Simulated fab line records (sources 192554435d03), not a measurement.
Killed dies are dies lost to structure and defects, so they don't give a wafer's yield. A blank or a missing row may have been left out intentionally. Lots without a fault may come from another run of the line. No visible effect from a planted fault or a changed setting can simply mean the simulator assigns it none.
Which of the tools did it? + flow n5Finfet + 23 lots, 69 wafers sampled, at 4 steps of a route of 1938

WHAT THE GAUGES READ, wafer by wafer
N5_HKMG_FIN_INSPECT_28: inspects for defects (darkfield).
| lot  | measured     | on               | rawDefectCount |
|------|--------------|------------------|----------------|
| L074 | day 4 07:19  | defectInspect-02 | 39 66 60       |
| L075 | day 4 12:20  | defectInspect-02 | 29 21 34       |
| L076 | day 4 20:28  | defectInspect-02 | 24 49 16       |
| L077 | day 5 02:32  | defectInspect-02 | 35 19 35       |
| L079 | day 5 14:36  | defectInspect-01 | 28 39 29       |
| L080 | day 5 21:06  | defectInspect-02 | 26 30 24       |
| L081 | day 6 01:49  | defectInspect-01 | 52 57 45       |
| L082 | day 6 07:33  | defectInspect-02 | 32 30 25       |
| L083 | day 6 14:32  | defectInspect-02 | 29 43 47       |
| L084 | day 6 18:33  | defectInspect-01 | 47 58 51       |
| L085 | day 7 03:48  | defectInspect-01 | 55 78 70       |
| L086 | day 7 06:58  | defectInspect-01 | 24 55 53       |
| L087 | day 7 16:05  | defectInspect-02 | 46 41 30       |
| L088 | day 7 20:58  | defectInspect-02 | 58 47 34       |
| L089 | day 8 00:01  | defectInspect-02 | 65 50 41       |
| L090 | day 8 10:41  | defectInspect-02 | 57 60 73       |
| L091 | day 8 13:43  | defectInspect-01 | 55 27 29       |
| L092 | day 8 20:40  | defectInspect-02 | 44 54 53       |
| L093 | day 8 23:14  | defectInspect-02 | 94 47 26       |
| L094 | day 9 10:31  | defectInspect-01 | 70 70 54       |
| L095 | day 9 16:19  | defectInspect-02 | 23 51 12       |
| L096 | day 9 21:47  | defectInspect-01 | 63 31 32       |
| L097 | day 10 01:10 | defectInspect-02 | 51 35 27       |

N5_GATE_CUT_OVL_MEAS_14.
| lot  | measured     | on         | GATE_CUT_OVL (nm) |
|------|--------------|------------|-------------------|
| L074 | day 4 11:20  | overlay-01 | -0.5 0.1 -0.4     |
| L075 | day 4 16:05  | overlay-01 | 0.0 0.6 0.7       |
| L076 | day 5 00:05  | overlay-01 | 0.3 0.1 -0.3      |
| L077 | day 5 06:10  | overlay-02 | 0.8 -0.1 0.5      |
| L079 | day 5 18:39  | overlay-02 | -0.1 -0.6 -0.2    |
| L080 | day 6 00:50  | overlay-02 | 0.1 0.2 0.5       |
| L081 | day 6 06:41  | overlay-02 | 1.5 0.8 0.5       |
| L082 | day 6 11:22  | overlay-02 | 0.8 -0.3 0.3      |
| L083 | day 6 18:11  | overlay-02 | 0.6 1.3 1.1       |
| L084 | day 6 22:22  | overlay-02 | 0.3 -0.5 0.4      |
| L085 | day 7 07:30  | overlay-02 | 0.7 0.6 0.3       |
| L086 | day 7 10:53  | overlay-01 | -0.2 -0.4 0.3     |
| L087 | day 7 19:52  | overlay-01 | 1.0 0.9 0.1       |
| L088 | day 8 00:38  | overlay-02 | -0.1 0.2 1.2      |
| L089 | day 8 04:03  | overlay-01 | -0.2 -0.7 -0.4    |
| L090 | day 8 14:20  | overlay-02 | 0.3 -0.2 0.3      |
| L091 | day 8 17:54  | overlay-02 | 0.8 0.7 1.0       |
| L092 | day 9 00:17  | overlay-02 | 0.8 0.9 0.8       |
| L093 | day 9 02:58  | overlay-02 | 0.0 0.8 0.0       |
| L094 | day 9 14:19  | overlay-01 | 0.1 -0.5 -0.2     |
| L095 | day 9 20:05  | overlay-01 | -0.2 0.5 -0.1     |
| L096 | day 10 01:39 | overlay-02 | 0.0 0.0 0.0       |
| L097 | day 10 04:46 | overlay-02 | 0.7 0.5 -0.1      |

WHICH TOOL RAN EACH LOT (tool, then ch and the chambers of the sampled wafers, then the start)
| lot  | N5_HKMG_FIN_ALD_72           | N5_GATE_CUT_ETCH_58              |
|------|------------------------------|----------------------------------|
| L074 | cvdW-02 ch 0,1, day 4 06:28  | rieDiel-01 ch 0,3, day 4 07:55   |
| L075 | cvdW-01 ch 0,1, day 4 11:27  | rieDiel-06 ch 0,1,2, day 4 12:40 |
| L076 | cvdW-01 ch 0,1, day 4 19:36  | rieDiel-01 ch 0,2,3, day 4 20:48 |
| L077 | cvdW-02 ch 0,1, day 5 01:40  | rieDiel-02 ch 2,3, day 5 02:52   |
| L079 | cvdW-02 ch 0,1, day 5 13:44  | rieDiel-02 ch 1,3, day 5 15:03   |
| L080 | cvdW-02 ch 0,1, day 5 20:12  | rieDiel-02 ch 1,3, day 5 21:25   |
| L081 | cvdW-02 ch 0, day 6 00:53    | rieDiel-01 ch 1,2,3, day 6 02:25 |
| L082 | cvdW-01 ch 0,1, day 6 06:40  | rieDiel-02 ch 0,1,3, day 6 07:55 |
| L083 | cvdW-02 ch 0,1, day 6 13:39  | rieDiel-06 ch 0,2, day 6 14:52   |
| L084 | cvdW-01 ch 0, day 6 17:40    | rieDiel-02 ch 0,2,3, day 6 18:53 |
| L085 | cvdW-02 ch 0,1, day 7 02:56  | rieDiel-01 ch 1,2,3, day 7 04:07 |
| L086 | cvdW-02 ch 0,1, day 7 06:04  | rieDiel-02 ch 0,3, day 7 07:37   |
| L087 | cvdW-01 ch 0,1, day 7 15:13  | rieDiel-01 ch 0,2,3, day 7 16:25 |
| L088 | cvdW-02 ch 0, day 7 20:02    | rieDiel-01 ch 1,2,3, day 7 21:17 |
| L089 | cvdW-01 ch 0,1, day 7 23:08  | rieDiel-02 ch 1,2,3, day 8 00:22 |
| L090 | cvdW-02 ch 0,1, day 8 09:49  | rieDiel-06 ch 1,3, day 8 11:02   |
| L091 | cvdW-01 ch 0,1, day 8 12:50  | rieDiel-06 ch 1,3, day 8 14:02   |
| L092 | cvdW-01 ch 0,1, day 8 19:47  | rieDiel-01 ch 0,1,2, day 8 21:00 |
| L093 | cvdW-02 ch 0,1, day 8 22:21  | rieDiel-06 ch 2,3, day 8 23:34   |
| L094 | cvdW-02 ch 0, day 9 09:33    | rieDiel-01 ch 1,2,3, day 9 10:51 |
| L095 | cvdW-02 ch 0, day 9 15:26    | rieDiel-01 ch 1,3, day 9 16:41   |
| L096 | cvdW-01 ch 0,1, day 9 20:53  | rieDiel-02 ch 0,2,3, day 9 22:22 |
| L097 | cvdW-02 ch 0,1, day 10 00:17 | rieDiel-01 ch 2,3, day 10 01:29  |
- N5_HKMG_FIN_ALD_72: deposits W, target thk 2 nm, pulse time 1 s, purge time 2 s.
- N5_GATE_CUT_ETCH_58: etches SiNx in CH3F/O2, target depth 17 nm, time 128.6 s.

WHAT THE TOOLS THEMSELVES READ (means of the sampled wafers that have a number; where no wafer has one, the mark that the record gives instead)
N5_HKMG_FIN_ALD_72.
| lot  | tool    | heaterPowerW (W) | precursorPulseHeightRel |
|------|---------|------------------|-------------------------|
| L074 | cvdW-02 | 554              | 0.999                   |
| L075 | cvdW-01 | 407              | 0.992                   |
| L076 | cvdW-01 | 457              | 1.000                   |
| L077 | cvdW-02 | 529              | 1.018                   |
| L079 | cvdW-02 | 562              | 0.993                   |
| L080 | cvdW-02 | 565              | 0.994                   |
| L081 | cvdW-02 | 580              | 0.981                   |
| L082 | cvdW-01 | 455              | 1.014                   |
| L083 | cvdW-02 | 556              | 0.992                   |
| L084 | cvdW-01 | 497              | 0.997                   |
| L085 | cvdW-02 | 532              | 1.000                   |
| L086 | cvdW-02 | 556              | 1.003                   |
| L087 | cvdW-01 | 451              | 0.996                   |
| L088 | cvdW-02 | 573              | 0.993                   |
| L089 | cvdW-01 | 411              | 0.970                   |
| L090 | cvdW-02 | 557              | 0.996                   |
| L091 | cvdW-01 | 414              | 0.998                   |
| L092 | cvdW-01 | 411              | 1.029                   |
| L093 | cvdW-02 | 521              | 1.014                   |
| L094 | cvdW-02 | 573              | 1.012                   |
| L095 | cvdW-02 | 574              | 0.994                   |
| L096 | cvdW-01 | 455              | 1.001                   |
| L097 | cvdW-02 | 526              | 1.001                   |

N5_GATE_CUT_ETCH_58.
| lot  | tool       | CH3F_flow_sccm (sccm) | biasW (W) | drypumpMotorCurrentA (A) | oesProductAu (a.u.) | rfVppV (V) | showerheadPlenumPTorr (Torr) | throttleValvePct (%) |
|------|------------|-----------------------|-----------|--------------------------|---------------------|------------|------------------------------|----------------------|
| L074 | rieDiel-01 | 29.92                 | 21.03     | 5.7                      | 0.85                | 100.1      | 2.08                         | 16.26                |
| L075 | rieDiel-06 | 30.06                 | 21.01     | 5.5                      | 0.71                | 99.5       | 2.01                         | 16.41                |
| L076 | rieDiel-01 | 30.06                 | 20.98     | 5.6                      | 0.81                | 99.6       | 2.04                         | 16.26                |
| L077 | rieDiel-02 | 29.92                 | 21.01     | 6.2                      | 0.71                | 99.8       | 2.01                         | 16.35                |
| L079 | rieDiel-02 | 30.09                 | 20.95     | 5.6                      | 0.74                | 99.0       | 1.94                         | 16.12                |
| L080 | rieDiel-02 | 29.97                 | 20.94     | 5.6                      | 0.74                | 98.5       | 1.94                         | 16.13                |
| L081 | rieDiel-01 | 30.04                 | 21.05     | 6.0                      | 0.83                | 99.2       | 2.02                         | 16.15                |
| L082 | rieDiel-02 | 30.03                 | 20.98     | 5.8                      | 0.72                | 98.7       | 1.93                         | 16.41                |
| L083 | rieDiel-06 | 30.03                 | 21.04     | 5.7                      | 0.71                | 98.7       | 2.01                         | 16.46                |
| L084 | rieDiel-02 | 30.00                 | 21.00     | 6.0                      | 0.70                | 99.1       | 1.98                         | 16.54                |
| L085 | rieDiel-01 | 30.01                 | 20.97     | 6.0                      | 0.82                | 99.1       | 2.02                         | 16.17                |
| L086 | rieDiel-02 | 30.06                 | 20.98     | 6.2                      | 0.68                | 98.9       | 1.95                         | 16.55                |
| L087 | rieDiel-01 | 30.01                 | 21.01     | 5.6                      | 0.79                | 99.0       | 2.04                         | 16.29                |
| L088 | rieDiel-01 | 30.00                 | 21.04     | 6.0                      | 0.81                | 99.7       | 2.02                         | 16.15                |
| L089 | rieDiel-02 | 29.97                 | 21.05     | 5.8                      | 0.71                | 99.0       | 1.98                         | 16.27                |
| L090 | rieDiel-06 | 29.89                 | 21.00     | 5.5                      | 0.74                | 99.2       | 1.99                         | 16.24                |
| L091 | rieDiel-06 | 30.05                 | 20.97     | 5.5                      | 0.81                | 99.5       | 2.02                         | 16.15                |
| L092 | rieDiel-01 | 29.98                 | 21.00     | 5.8                      | 0.80                | 99.1       | 1.99                         | 16.28                |
| L093 | rieDiel-06 | 29.97                 | 21.02     | 5.4                      | 0.83                | 99.2       | 2.05                         | 16.25                |
| L094 | rieDiel-01 | 29.93                 | 20.99     | 6.0                      | 0.81                | 98.8       | 2.02                         | 16.17                |
| L095 | rieDiel-01 | 29.97                 | 21.05     | 6.2                      | 0.85                | 98.4       | 2.00                         | 16.19                |
| L096 | rieDiel-02 | 29.99                 | 21.01     | 6.0                      | 0.68                | 98.3       | 1.97                         | 16.59                |
| L097 | rieDiel-01 | 29.91                 | 20.94     | 5.7                      | 0.75                | 99.4       | 2.02                         | 16.19                |

THE ANSWER, worked out from the rows above alone
Rule: usual is defined by the lots themselves. Put in order of their means at a reading, lots are off if they are a third of the lots or fewer, leave a main group of 4 or more, and stand apart from it by a gap of 3 or more times the standard deviation of the main group's means; of several such gaps the widest counts. A main group is skipped when, at the precision printed for the reading in the tables above, its means are all equal. A lot without any number at a reading at which 4 lots or more have one is off too. All remaining lots with rows at the step are treated as sound. The gauges are gone through in route order, then the tools' own readings, and for those a lot's mean is taken as printed above. The first step at which some lot is off is used, and at that step the reading that is off furthest; a lot without a number counts as furthest.
None of the lots is off at any reading shown; this tells nothing.

WHAT WAS PUT IN BY THE SIMULATOR
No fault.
